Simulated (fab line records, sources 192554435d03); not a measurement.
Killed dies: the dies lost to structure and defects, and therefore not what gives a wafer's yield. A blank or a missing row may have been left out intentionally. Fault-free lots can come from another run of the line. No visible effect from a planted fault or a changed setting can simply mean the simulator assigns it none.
2 desks, one fault | flow n5-finfet | only its own numbers are on each desk; what lay behind them is given at the end

THE METROLOGY DESK
Lot by lot, what the gauges showed, no matter which tool ran the lot: averages of those sampled wafers that carry a number. The brackets show how far a lot's mean lies from the usual mean; more than 4 standard deviations puts the lot out of limits, marked OUT.
Columns: A = cd-nm at N5_BEOL_M10_CD_MEAS_35, usual 69.9 nm
lot  | first seen here | A
L491 | day 10 04:30    | 69.3
L492 | day 10 16:06    | 69.7
L496 | day 11 09:13    | 69.9
L497 | day 11 12:07    | 69.3
L498 | day 12 07:35    | 69.9
L500 | day 12 15:02    | 69.8
L501 | day 12 15:32    | 70.2
L503 | day 12 18:23    | 69.8
L502 | day 12 22:35    | 70.3
L505 | day 13 20:32    | 70.5
L507 | day 14 18:29    | 69.3
This desk found nothing out of limits on any of the 11 lots.

FOR THE TOOL OWNER'S DESK: rie-diel-06
The tool's own readings at N5_BEOL_M11_ETCH_61 (etches SiARC in CF4, target depth 39 nm, time 65 s): means of the sampled wafers that have a number, for each lot that ran on this tool. The brackets show how far a lot's mean lies from the usual mean; more than 4 standard deviations puts the lot out of limits, marked OUT.
Columns: A = drypump-motor-current-A at N5_BEOL_M11_ETCH_61, usual 5.8 A; B = etch-rf-on-time-s at N5_BEOL_M11_ETCH_61, usual 65.0 s; C = oes-product-au at N5_BEOL_M11_ETCH_61, usual 0.69 a.u.; D = rf-vpp-V at N5_BEOL_M11_ETCH_61, usual 183.7 V; E = showerhead-plenum-p-Torr at N5_BEOL_M11_ETCH_61, usual 2.12 Torr; F = throttle-valve-pct at N5_BEOL_M11_ETCH_61, usual 15.48 %
lot  | first seen here | A   | B              | C    | D     | E    | F
L491 | day 10 09:52    | 6.0 | 64.7           | 0.70 | 184.2 | 2.15 | 15.45
L492 | day 10 23:38    | 5.7 | 65.5           | 0.65 | 183.1 | 2.10 | 15.42
L497 | day 11 17:31    | 6.0 | 66.2           | 0.69 | 184.4 | 2.15 | 15.46
L502 | day 13 02:56    | 5.8 | 63.3           | 0.75 | 183.1 | 2.09 | 15.34
L505 | day 14 02:40    | 6.1 | 64.9           | 0.71 | 184.4 | 2.13 | 15.44
L507 | day 14 23:07    | 5.9 | 40.2 (-23) OUT | 0.91 | 184.3 | 2.07 | 15.41
This desk's finding: out of limits on L507; first on L507, day 14 23:07 (etch-rf-on-time-s at N5_BEOL_M11_ETCH_61). L491, L492, L497, L502, L505: within limits.

TAKEN TOGETHER
The tool owner's desk had the chance to raise an alarm at day 14 23:07 on L507.
Nothing out of limits was seen by the metrology desk.
The metrology desk has L507 on record, within its limits.
The lots listed all ran N5_BEOL_M11_ETCH_61 on rie-diel-06.

WHAT WAS PUT IN BY THE SIMULATOR
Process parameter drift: rie-diel-06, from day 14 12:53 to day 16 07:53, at N5_BEOL_M11_ETCH_61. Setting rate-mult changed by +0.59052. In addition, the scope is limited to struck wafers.
Shown lots that were struck: L507.
Delay in hours, fault start to first out-of-limits reading, by desk: the tool owner's desk at 10.
